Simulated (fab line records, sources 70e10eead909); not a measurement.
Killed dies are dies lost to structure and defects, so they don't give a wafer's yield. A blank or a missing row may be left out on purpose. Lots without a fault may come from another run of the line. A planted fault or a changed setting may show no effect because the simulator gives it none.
Problem report in the 8D (eight disciplines) form, filled by code | flow nand_harc | the parts of the form that need people (team, actions taken, sign-off) are left out

1. THE PROBLEM
thk_nm at NHARC_A_ONON_D1_THK_MEAS_14 reads a mean of 1358 nm on 4 wafers of 2 lots; wafers without a fault read 1001 nm with a standard deviation of 6.6. That is +54 standard deviations from the usual mean.
The step: measures by ellipsometry.
First seen on wafer L951.2, day 12 02:56, on film_metro-01. The record holds 42 wafers of 14 lots with a number at this step. Rule for "out", or "out of limits": more than 4 standard deviations from the usual mean. The other wafers with a number count as sound.

2. WHAT IT IS AND WHAT IT IS NOT
question                    | is                             | is not
which readings at this step | thk_nm                         | -
which lots                  | L951, L953                     | L935, L936, L937, L938, L939, L940, L943, L946, L949, L954, L955, L956
which wafers of those lots  | L951.2, L951.6, L953.2, L953.4 | L951.3, L953.3
read on which gauges        | film_metro-01                  | film_metro-02
when                        | from day 12 02:56              | up to then (28 sound wafers); but 10 sound wafers of L953, L954, L955, L956 came after

3. SUSPECTS, AND WHAT RULES EACH OUT
Counting: a tool at a process step up to the reading stays a suspect if it ran every lot that is out. Sound lots after the first of them don't rule it out here, since some wafers of a struck lot are sound.
- the gauge at NHARC_A_ONON_D1_THK_MEAS_14: kept. All the wafers that are out were read on film_metro-01, and no step on other tools shows them out.
- pecvd_onon-02 at NHARC_A_ONON_D1_DEP_12 (target thk 1000 nm): kept. It ran every lot that is out, first L951 (day 12 02:29); its last sound lot up to then is L946 (day 10 20:49).
Left after counting: pecvd_onon-02 at NHARC_A_ONON_D1_DEP_12, film_metro-01 at NHARC_A_ONON_D1_THK_MEAS_14.

4. THE CAUSE (what the simulator had put in)
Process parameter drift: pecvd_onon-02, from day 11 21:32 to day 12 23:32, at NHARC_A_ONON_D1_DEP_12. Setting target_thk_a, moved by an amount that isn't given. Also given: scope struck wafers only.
Counting left 2 suspects, and this tool is among them.

5. THE CHAIN OF EFFECTS, in route order
Each row: a reading whose mean over the struck wafers that have a number lies more than 3 standard deviations from the usual. Only readings for which the record gives a usual standard deviation are gone through. hours: the time from each lot's start at the first step in this table that gives one to its start at this step, as a median over the lots. sigmas: the change in usual standard deviations.
hours | step                        | reading | usual   | on struck wafers | change | sigmas
0     | NHARC_A_ONON_D1_THK_MEAS_14 | thk_nm  | 1001 nm | 1358             | +357   | +54
Later measuring or inspecting steps at which every struck wafer that the step has a row for has a number for every such reading, and none has moved that far: NHARC_A_ONON_D1_THK_MEAS_34, NHARC_A_ONON_D1_INSPECT_32.

6. WHAT WOULD HAVE CAUGHT IT SOONER
In this record the first reading out of limits at a measuring or inspecting step was taken at day 12 02:56, 5 hours after the fault began at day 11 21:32.
Of the tool readings at NHARC_A_ONON_D1_DEP_12 for which the record gives a usual standard deviation, none was out on any struck wafer, so an alarm limit of 4 standard deviations on them would not have fired.
Of the lots that are out (2), L953 began NHARC_A_ONON_D1_DEP_12 on pecvd_onon-02 after day 12 02:56. A hold on the tool at that time would have spared it.
